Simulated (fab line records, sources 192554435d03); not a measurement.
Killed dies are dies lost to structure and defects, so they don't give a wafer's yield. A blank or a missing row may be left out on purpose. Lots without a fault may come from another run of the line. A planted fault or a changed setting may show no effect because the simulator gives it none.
Which tool did it? | flow n5_finfet | 20 lots, 60 wafers sampled, at 6 steps of a route of 1938

WHAT THE GAUGES READ, wafer by wafer
The record holds no reading of a measuring or inspecting step that can be judged against a usual standard deviation.

WHICH TOOL RAN EACH LOT (tool, then ch and the chambers of the sampled wafers, then the start)
lot  | N5_HKMG_FIN_ALD_36                 | N5_HKMG_FIN_DESCUM_17              | N5_HKMG_FIN_ALD_91                 | N5_HKMG_FIN_STRIP_89               | N5_HKMG_FIN_ETCH_67                | N5_GATE_CUT_ETCH_58
L074 | ald_metal-04 ch 1,2,3, day 4 03:30 | rie_diel-05 ch 0,1, day 4 04:45    | ald_metal-01 ch 0,2,3, day 4 05:44 | rie_diel-02 ch 0,1, day 4 06:08    | rie_diel-05 ch 0,1, day 4 07:08    | rie_diel-03 ch 0,2, day 4 09:27
L075 | ald_metal-04 ch 0,1,3, day 4 08:23 | rie_diel-02 ch 1,2,3, day 4 09:37  | ald_metal-04 ch 0,2,3, day 4 10:36 | rie_diel-02 ch 1,3, day 4 11:00    | rie_diel-02 ch 1,2,3, day 4 12:01  | rie_diel-03 ch 0,1,3, day 4 14:21
L076 | ald_metal-01 ch 0,2, day 4 13:14   | rie_diel-02 ch 2,3, day 4 14:29    | ald_metal-04 ch 0,2, day 4 15:28   | rie_diel-02 ch 0,3, day 4 15:52    | rie_diel-04 ch 0,3, day 4 16:53    | rie_diel-01 ch 1,2,3, day 4 19:22
L078 | ald_metal-04 ch 1,3, day 5 02:59   | rie_diel-02 ch 0,1, day 5 04:21    | ald_metal-04 ch 1,3, day 5 05:20   | rie_diel-02 ch 0,1,2, day 5 05:44  | rie_diel-05 ch 0,2,3, day 5 06:45  | rie_diel-03 ch 0,1, day 5 09:11
L079 | ald_metal-01 ch 1,2, day 5 08:20   | rie_diel-02 ch 0,2, day 5 09:34    | ald_metal-01 ch 0,1,2, day 5 10:33 | rie_diel-04 ch 0,1,2, day 5 10:57  | rie_diel-05 ch 1,2,3, day 5 12:01  | rie_diel-03 ch 0,3, day 5 14:19
L081 | ald_metal-04 ch 0,2,3, day 5 19:46 | rie_diel-05 ch 1,3, day 5 21:01    | ald_metal-04 ch 0,2, day 5 22:00   | rie_diel-02 ch 0,1,3, day 5 22:35  | rie_diel-02 ch 0,3, day 5 23:36    | rie_diel-06 ch 0,2,3, day 6 01:57
L082 | ald_metal-03 ch 1,3, day 6 03:38   | rie_diel-05 ch 1,3, day 6 04:53    | ald_metal-04 ch 0,3, day 6 05:52   | rie_diel-04 ch 1,3, day 6 06:20    | rie_diel-02 ch 1,3, day 6 07:25    | rie_diel-01 ch 0,1,3, day 6 09:44
L083 | ald_metal-01 ch 0,2,3, day 6 06:37 | rie_diel-02 ch 0,2,3, day 6 07:59  | ald_metal-04 ch 2,3, day 6 08:58   | rie_diel-05 ch 1,3, day 6 09:22    | rie_diel-02 ch 0,1, day 6 10:26    | rie_diel-01 ch 0,3, day 6 12:47
L084 | ald_metal-04 ch 1,2,3, day 6 16:00 | rie_diel-02 ch 1,3, day 6 17:17    | ald_metal-01 ch 0,2,3, day 6 18:16 | rie_diel-05 ch 0,1,2, day 6 18:40  | rie_diel-04 ch 0,3, day 6 19:41    | rie_diel-06 ch 1,2,3, day 6 21:59
L087 | ald_metal-03 ch 2,3, day 7 06:37   | rie_diel-05 ch 0,2,3, day 7 07:44  | ald_metal-03 ch 1,2, day 7 08:43   | rie_diel-04 ch 1,3, day 7 09:07    | rie_diel-02 ch 1,2,3, day 7 10:08  | rie_diel-03 ch 1,2,3, day 7 12:29
L088 | ald_metal-03 ch 2,3, day 7 17:19   | rie_diel-04 ch 0,1,2, day 7 18:51  | ald_metal-01 ch 0,1, day 7 19:50   | rie_diel-02 ch 0,1, day 7 20:18    | rie_diel-05 ch 0,1,3, day 7 21:21  | rie_diel-03 ch 1,2, day 7 23:41
L089 | ald_metal-03 ch 1,2,3, day 7 18:13 | rie_diel-05 ch 0,1,3, day 7 19:31  | ald_metal-04 ch 0,3, day 7 20:30   | rie_diel-02 ch 2,3, day 7 20:55    | rie_diel-02 ch 2,3, day 7 21:56    | rie_diel-03 ch 0,1,2, day 8 02:38
L090 | ald_metal-01 ch 0,2, day 8 03:09   | rie_diel-02 ch 0,3, day 8 04:24    | ald_metal-04 ch 2,3, day 8 05:23   | rie_diel-05 ch 1,3, day 8 05:49    | rie_diel-02 ch 0,1,2, day 8 07:17  | rie_diel-01 ch 0,1,2, day 8 09:36
L091 | ald_metal-04 ch 1,2,3, day 8 09:33 | rie_diel-04 ch 1,3, day 8 11:22    | ald_metal-03 ch 0,1,3, day 8 12:20 | rie_diel-04 ch 2,3, day 8 12:44    | rie_diel-05 ch 0,3, day 8 13:45    | rie_diel-01 ch 1,2,3, day 8 16:09
L092 | ald_metal-04 ch 0,1,3, day 8 13:00 | rie_diel-04 ch 1,3, day 8 14:14    | ald_metal-01 ch 0,1,3, day 8 15:13 | rie_diel-02 ch 0,2, day 8 15:37    | rie_diel-05 ch 0,1,2, day 8 16:38  | rie_diel-06 ch 0,1, day 8 19:05
L093 | ald_metal-01 ch 1,2,3, day 8 21:14 | rie_diel-02 ch 0,1,2, day 8 22:28  | ald_metal-03 ch 0,1,3, day 8 23:28 | rie_diel-04 ch 0,2,3, day 8 23:52  | rie_diel-04 ch 0,2,3, day 9 00:53  | rie_diel-03 ch 1,2, day 9 03:19
L094 | ald_metal-01 ch 0,2,3, day 9 03:55 | rie_diel-05 ch 1,2,3, day 9 05:04  | ald_metal-01 ch 0,1,2, day 9 06:02 | rie_diel-05 ch 0,1,3, day 9 06:27  | rie_diel-04 ch 0,2,3, day 9 07:28  | rie_diel-06 ch 0,1,2, day 9 09:46
L095 | ald_metal-03 ch 0,1,3, day 9 07:47 | rie_diel-05 ch 0,1,2, day 9 09:01  | ald_metal-03 ch 0,1,3, day 9 10:00 | rie_diel-02 ch 1,3, day 9 10:29    | rie_diel-05 ch 0,2, day 9 11:30    | rie_diel-06 ch 1,3, day 9 14:14
L096 | ald_metal-03 ch 1,2,3, day 9 12:59 | rie_diel-04 ch 1,2,3, day 9 14:06  | ald_metal-03 ch 1,2, day 9 15:05   | rie_diel-05 ch 1,2, day 9 15:29    | rie_diel-05 ch 0,1,3, day 9 16:30  | rie_diel-06 ch 0,2, day 9 19:00
L097 | ald_metal-01 ch 0,1,2, day 9 23:50 | rie_diel-02 ch 1,2,3, day 10 00:58 | ald_metal-04 ch 0,1, day 10 01:56  | rie_diel-02 ch 1,2,3, day 10 02:27 | rie_diel-05 ch 1,2,3, day 10 03:40 | rie_diel-06 ch 2,3, day 10 05:59
- N5_HKMG_FIN_ALD_36: deposits TiN, target thk 1 nm, pulse time 1 s, purge time 3 s.
- N5_HKMG_FIN_DESCUM_17: chemistry O2, time 7.9 s.
- N5_HKMG_FIN_ALD_91: deposits TiN, target thk 1 nm, pulse time 1 s, purge time 3 s.
- N5_HKMG_FIN_STRIP_89: strips SOC in N2/H2, time 20 s.
- N5_HKMG_FIN_ETCH_67: etches SOC in N2/H2, stops on TiN, target depth 388.9 nm.
- N5_GATE_CUT_ETCH_58: etches SiNx in CH3F/O2, target depth 17 nm, time 128.6 s.

WHAT THE TOOLS THEMSELVES READ (means of the sampled wafers that have a number; where no wafer has one, the mark that the record gives instead)
N5_HKMG_FIN_ALD_36. Usual: chamber_pressure_Torr 2.999 Torr, standard deviation 0.0057; heater_power_w 914 W, standard deviation 75; precursor_pulse_height_rel 0.999, standard deviation 0.019.
lot  | tool         | chamber_pressure_Torr (Torr) | heater_power_w (W) | precursor_pulse_height_rel | flag
L074 | ald_metal-04 | 2.998                        | 893                | 0.983                      |
L075 | ald_metal-04 | 2.996                        | 851                | 1.006                      |
L076 | ald_metal-01 | 2.995                        | 954                | 1.011                      |
L078 | ald_metal-04 | 3.006                        | 842                | 0.999                      |
L079 | ald_metal-01 | 3.000                        | 932                | 0.999                      |
L081 | ald_metal-04 | 2.997                        | 864                | 1.003                      |
L082 | ald_metal-03 | 2.999                        | 940                | 0.987                      |
L083 | ald_metal-01 | 2.996                        | 983                | 1.004                      |
L084 | ald_metal-04 | 3.000                        | 876                | 1.015                      |
L087 | ald_metal-03 | 3.003                        | 942                | 0.987                      |
L088 | ald_metal-03 | 2.997                        | 942                | 0.992                      |
L089 | ald_metal-03 | 2.997                        | 925                | 1.009                      |
L090 | ald_metal-01 | 2.996                        | 954                | 1.009                      |
L091 | ald_metal-04 | 2.998                        | 879                | 0.999                      |
L092 | ald_metal-04 | 2.999                        | 854                | 0.991                      |
L093 | ald_metal-01 | 2.996                        | 954                | 1.014                      |
L094 | ald_metal-01 | 3.002                        | 977                | 1.006                      |
L095 | ald_metal-03 | 2.993                        | 946                | 0.991                      |
L096 | ald_metal-03 | 3.001                        | 925                | 0.995                      |
L097 | ald_metal-01 | 2.999                        | 926                | 0.999                      |

N5_HKMG_FIN_DESCUM_17. Usual: drypump_motor_current_A 5.7 A, standard deviation 0.42; oes_product_au 0.83 a.u., standard deviation 0.084; rf_vpp_V 243.2 V, standard deviation 1.5; showerhead_plenum_p_Torr 2.10 Torr, standard deviation 0.079; throttle_valve_pct 20.35 %, standard deviation 0.18.
lot  | tool        | drypump_motor_current_A (A) | oes_product_au (a.u.) | rf_vpp_V (V) | showerhead_plenum_p_Torr (Torr) | throttle_valve_pct (%) | flag
L074 | rie_diel-05 | 5.8                         | 0.87                  | 244.3        | 2.16                            | 20.10                  |
L075 | rie_diel-02 | 5.6                         | 0.86                  | 242.9        | 2.12                            | 20.38                  |
L076 | rie_diel-02 | 5.4                         | 0.90                  | 244.0        | 2.17                            | 20.36                  |
L078 | rie_diel-02 | 6.2                         | 0.73                  | 242.1        | 2.00                            | 20.32                  |
L079 | rie_diel-02 | 6.0                         | 0.87                  | 244.0        | 2.15                            | 20.35                  |
L081 | rie_diel-05 | 5.8                         | 0.91                  | 242.1        | 2.08                            | 20.35                  |
L082 | rie_diel-05 | 5.8                         | 0.89                  | 243.2        | 2.10                            | 20.18                  |
L083 | rie_diel-02 | 5.9                         | 0.83                  | 243.1        | 2.11                            | 20.33                  |
L084 | rie_diel-02 | 5.7                         | 0.77                  | 241.6        | 2.04                            | 20.39                  |
L087 | rie_diel-05 | 5.7                         | 0.80                  | 243.3        | 2.10                            | 20.52                  |
L088 | rie_diel-04 | 5.6                         | 0.82                  | 243.2        | 2.05                            | 20.36                  |
L089 | rie_diel-05 | 5.8                         | 0.84                  | 244.3        | 2.12                            | 20.33                  |
L090 | rie_diel-02 | 5.8                         | 0.77                  | 242.8        | 2.08                            | 20.32                  |
L091 | rie_diel-04 | 5.3                         | 0.84                  | 242.7        | 2.10                            | 20.49                  |
L092 | rie_diel-04 | 5.5                         | 0.83                  | 242.8        | 2.07                            | 20.54                  |
L093 | rie_diel-02 | 6.1                         | 0.76                  | 242.6        | 2.06                            | 20.38                  |
L094 | rie_diel-05 | 5.8                         | 0.89                  | 243.1        | 2.07                            | 20.27                  |
L095 | rie_diel-05 | 5.8                         | 0.84                  | 243.7        | 2.12                            | 20.23                  |
L096 | rie_diel-04 | 5.6                         | 0.84                  | 242.9        | 2.09                            | 20.37                  |
L097 | rie_diel-02 | 5.6                         | 0.80                  | 244.0        | 2.10                            | 20.44                  |

N5_HKMG_FIN_ALD_91. Usual: chamber_pressure_Torr 3.001 Torr, standard deviation 0.0071; heater_power_w 907 W, standard deviation 70; precursor_pulse_height_rel 1.004, standard deviation 0.02.
lot  | tool         | chamber_pressure_Torr (Torr) | heater_power_w (W) | precursor_pulse_height_rel | flag
L074 | ald_metal-01 | 3.004                        | 964                | 0.982                      |
L075 | ald_metal-04 | 2.998                        | 858                | 0.987                      |
L076 | ald_metal-04 | 3.000                        | 897                | 0.995                      |
L078 | ald_metal-04 | 3.001                        | 891                | 1.003                      |
L079 | ald_metal-01 | 2.996                        | 922                | 1.011                      |
L081 | ald_metal-04 | 2.996                        | 886                | 1.007                      |
L082 | ald_metal-04 | 2.998                        | 830                | 0.988                      |
L083 | ald_metal-04 | 3.007                        | 858                | 1.007                      |
L084 | ald_metal-01 | 3.005                        | 961                | 1.000                      |
L087 | ald_metal-03 | 2.997                        | 991                | 1.005                      |
L088 | ald_metal-01 | 2.997                        | 904                | 1.020                      |
L089 | ald_metal-04 | 3.001                        | 832                | 1.003                      |
L090 | ald_metal-04 | 2.993                        | 853                | 1.001                      |
L091 | ald_metal-03 | 3.001                        | 951                | 1.008                      |
L092 | ald_metal-01 | 3.004                        | 916                | 1.008                      |
L093 | ald_metal-03 | 3.003                        | 956                | 0.991                      |
L094 | ald_metal-01 | 3.004                        | 921                | 0.992                      |
L095 | ald_metal-03 | 3.001                        | 945                | 0.992                      |
L096 | ald_metal-03 | 3.000                        | 979                | 1.002                      |
L097 | ald_metal-04 | 3.002                        | 862                | 1.000                      |

N5_HKMG_FIN_STRIP_89. Usual: drypump_motor_current_A 5.8 A, standard deviation 0.46; h2_flow_sccm 300.0 sccm, standard deviation 0.9; oes_product_au 0.82 a.u., standard deviation 0.085; rf_vpp_V 54.1 V, standard deviation 0.86; showerhead_plenum_p_Torr 3.35 Torr, standard deviation 0.12; throttle_valve_pct 18.91 %, standard deviation 0.29.
lot  | tool        | drypump_motor_current_A (A) | h2_flow_sccm (sccm) | oes_product_au (a.u.) | rf_vpp_V (V) | showerhead_plenum_p_Torr (Torr) | throttle_valve_pct (%) | flag
L074 | rie_diel-02 | 6.5                         | 299.9               | 0.72                  | 53.6         | 3.20                            | 18.49                  |
L075 | rie_diel-02 | 5.7                         | 300.5               | 0.79                  | 53.1         | 3.28                            | 18.91                  |
L076 | rie_diel-02 | 6.3                         | 300.3               | 0.75                  | 54.5         | 3.27                            | 18.68                  |
L078 | rie_diel-02 | 6.1                         | 299.9               | 0.81                  | 55.1         | 3.32                            | 18.71                  |
L079 | rie_diel-04 | 5.6                         | 300.3               | 0.85                  | 54.1         | 3.31                            | 18.90                  |
L081 | rie_diel-02 | 6.0                         | 298.6               | 0.76                  | 54.7         | 3.27                            | 18.82                  |
L082 | rie_diel-04 | 5.3                         | 301.1               | 0.87                  | 53.6         | 3.38                            | 19.04                  |
L083 | rie_diel-05 | 5.9                         | 299.6               | 0.88                  | 53.9         | 3.38                            | 18.84                  |
L084 | rie_diel-05 | 5.8                         | 300.3               | 0.78                  | 54.7         | 3.41                            | 18.85                  |
L087 | rie_diel-04 | 5.6                         | 299.7               | 0.84                  | 53.5         | 3.32                            | 19.12                  |
L088 | rie_diel-02 | 6.2                         | 299.4               | 0.71                  | 53.1         | 3.19                            | 18.66                  |
L089 | rie_diel-02 | 5.5                         | 299.7               | 0.88                  | 54.1         | 3.50                            | 19.14                  |
L090 | rie_diel-05 | 5.8                         | 300.0               | 0.87                  | 53.9         | 3.33                            | 19.09                  |
L091 | rie_diel-04 | 5.3                         | 299.3               | 0.87                  | 53.8         | 3.41                            | 18.86                  |
L092 | rie_diel-02 | 6.4                         | 298.8               | 0.75                  | 54.5         | 3.30                            | 18.63                  |
L093 | rie_diel-04 | 5.3                         | 299.6               | 0.81                  | 54.3         | 3.34                            | 18.86                  |
L094 | rie_diel-05 | 5.8                         | 300.1               | 0.81                  | 53.7         | 3.40                            | 18.94                  |
L095 | rie_diel-02 | 5.5                         | 299.5               | 0.79                  | 54.3         | 3.33                            | 19.18                  |
L096 | rie_diel-05 | 5.8                         | 299.7               | 0.89                  | 54.7         | 3.34                            | 18.72                  |
L097 | rie_diel-02 | 5.6                         | 299.8               | 0.80                  | 55.0         | 3.37                            | 19.08                  |

N5_HKMG_FIN_ETCH_67. Usual: drypump_motor_current_A 5.7 A, standard deviation 0.41; h2_flow_sccm 200.0 sccm, standard deviation 0.62; oes_product_au 0.81 a.u., standard deviation 0.079; rf_vpp_V 240.7 V, standard deviation 1.4; showerhead_plenum_p_Torr 2.55 Torr, standard deviation 0.096; throttle_valve_pct 17.72 %, standard deviation 0.21.
lot  | tool        | drypump_motor_current_A (A) | h2_flow_sccm (sccm) | oes_product_au (a.u.) | rf_vpp_V (V) | showerhead_plenum_p_Torr (Torr) | throttle_valve_pct (%) | flag
L074 | rie_diel-05 | 5.8                         | 199.6               | 0.85                  | 241.5        | 2.62                            | 17.47                  |
L075 | rie_diel-02 | 5.6                         | 200.2               | 0.86                  | 241.0        | 2.57                            | 17.74                  |
L076 | rie_diel-04 | 5.0                         | 199.8               | 0.78                  | 239.8        | 2.48                            | 17.84                  |
L078 | rie_diel-05 | 5.7                         | 199.8               | 0.82                  | 241.1        | 2.56                            | 17.87                  |
L079 | rie_diel-05 | 5.8                         | 199.7               | 0.83                  | 240.0        | 2.53                            | 17.75                  |
L081 | rie_diel-02 | 6.3                         | 200.2               | 0.74                  | 240.2        | 2.47                            | 17.60                  |
L082 | rie_diel-02 | 5.7                         | 200.1               | 0.77                  | 238.8        | 2.48                            | 17.75                  |
L083 | rie_diel-02 | 6.2                         | 200.1               | 0.72                  | 239.4        | 2.42                            | 17.66                  |
L084 | rie_diel-04 | 5.0                         | 200.4               | 0.81                  | 240.8        | 2.53                            | 17.83                  |
L087 | rie_diel-02 | 5.6                         | 199.9               | 0.82                  | 240.9        | 2.56                            | 17.78                  |
L088 | rie_diel-05 | 5.8                         | 199.9               | 0.83                  | 241.4        | 2.58                            | 17.74                  |
L089 | rie_diel-02 | 5.5                         | 200.7               | 0.87                  | 242.4        | 2.66                            | 17.81                  |
L090 | rie_diel-02 | 6.1                         | 200.2               | 0.77                  | 240.0        | 2.50                            | 17.70                  |
L091 | rie_diel-05 | 5.7                         | 200.2               | 0.81                  | 241.0        | 2.60                            | 17.89                  |
L092 | rie_diel-05 | 5.8                         | 199.9               | 0.86                  | 241.5        | 2.58                            | 17.57                  |
L093 | rie_diel-04 | 5.4                         | 199.4               | 0.80                  | 240.1        | 2.53                            | 17.72                  |
L094 | rie_diel-04 | 5.3                         | 200.0               | 0.79                  | 240.6        | 2.52                            | 17.73                  |
L095 | rie_diel-05 | 5.7                         | 200.6               | 0.82                  | 241.5        | 2.60                            | 17.74                  |
L096 | rie_diel-05 | 5.8                         | 200.2               | 0.80                  | 241.5        | 2.57                            | 17.76                  |
L097 | rie_diel-05 | 5.8                         | 199.8               | 0.85                  | 240.2        | 2.52                            | 17.68                  |

N5_GATE_CUT_ETCH_58. Usual: O2_flow_sccm 20.00 sccm, standard deviation 0.061; drypump_motor_current_A 5.8 A, standard deviation 0.49; oes_product_au 0.82 a.u., standard deviation 0.091; rf_vpp_V 99.3 V, standard deviation 0.83; showerhead_plenum_p_Torr 2.05 Torr, standard deviation 0.061; throttle_valve_pct 16.2 %, standard deviation 0.3.
lot  | tool        | O2_flow_sccm (sccm) | drypump_motor_current_A (A) | oes_product_au (a.u.) | rf_vpp_V (V) | showerhead_plenum_p_Torr (Torr) | throttle_valve_pct (%) | flag
L074 | rie_diel-03 | 20.00               | 5.5                         | 0.75                  | 99.7         | 2.08                            | 16.1                   |
L075 | rie_diel-03 | 20.00               | 5.6                         | 0.83                  | 100.1        | 2.07                            | 16.2                   |
L076 | rie_diel-01 | 20.06               | 5.4                         | 0.85                  | 99.0         | 2.05                            | 16.2                   |
L078 | rie_diel-03 | 20.01               | 5.5                         | 0.76                  | 99.0         | 2.08                            | 16.1                   |
L079 | rie_diel-03 | 20.01               | 5.4                         | 0.81                  | 100.4        | 2.07                            | 16.0                   |
L081 | rie_diel-06 | 20.05               | 5.9                         | 0.87                  | 99.3         | 2.02                            | 16.1                   |
L082 | rie_diel-01 | 20.00               | 5.8                         | 0.85                  | 99.5         | 2.05                            | 16.1                   |
L083 | rie_diel-01 | 20.07               | 6.4                         | 0.81                  | 99.6         | 2.04                            | 16.1                   |
L084 | rie_diel-06 | 19.94               | 6.2                         | 0.88                  | 98.9         | 2.00                            | 16.2                   |
L087 | rie_diel-03 | 19.99               | 5.9                         | 0.80                  | 99.5         | 2.06                            | 16.3                   |
L088 | rie_diel-03 | 19.99               | 5.9                         | 0.75                  | 99.5         | 2.08                            | 16.4                   |
L089 | rie_diel-03 | 20.02               | 5.7                         | 0.74                  | 98.5         | 2.07                            | 16.2                   |
L090 | rie_diel-01 | 20.00               | 5.7                         | 0.78                  | 100.2        | 2.09                            | 16.3                   |
L091 | rie_diel-01 | 20.03               | 5.4                         | 0.81                  | 99.4         | 2.04                            | 16.2                   |
L092 | rie_diel-06 | 19.96               | 5.3                         | 0.89                  | 99.3         | 2.10                            | 16.1                   |
L093 | rie_diel-03 | 20.02               | 6.0                         | 0.73                  | 98.7         | 2.06                            | 16.3                   |
L094 | rie_diel-06 | 19.97               | 5.8                         | 0.83                  | 99.1         | 2.03                            | 16.3                   |
L095 | rie_diel-06 | 20.00               | 6.0                         | 0.92                  | 99.1         | 2.04                            | 15.9                   |
L096 | rie_diel-06 | 20.08               | 5.5                         | 0.81                  | 99.7         | 2.04                            | 16.4                   |
L097 | rie_diel-06 | 20.07               | 6.3                         | 0.83                  | 98.5         | 1.99                            | 16.1                   |

THE ANSWER, worked out from the rows above alone
Rule: a lot is off if the mean of its wafers that have a number lies more than 3 standard deviations from the usual mean. A lot without any number at a reading at which 4 lots or more have one is off too. The other lots that the step has rows for count as sound. The gauges are gone through in route order, then the tools' own readings, and for those a lot's mean is taken as printed above. The first step at which some lot is off is used, and at that step the reading that is off furthest; a lot without a number counts as furthest.
No lot is off at any reading shown: from this, nothing can be told.

WHAT THE SIMULATOR HAD PUT IN
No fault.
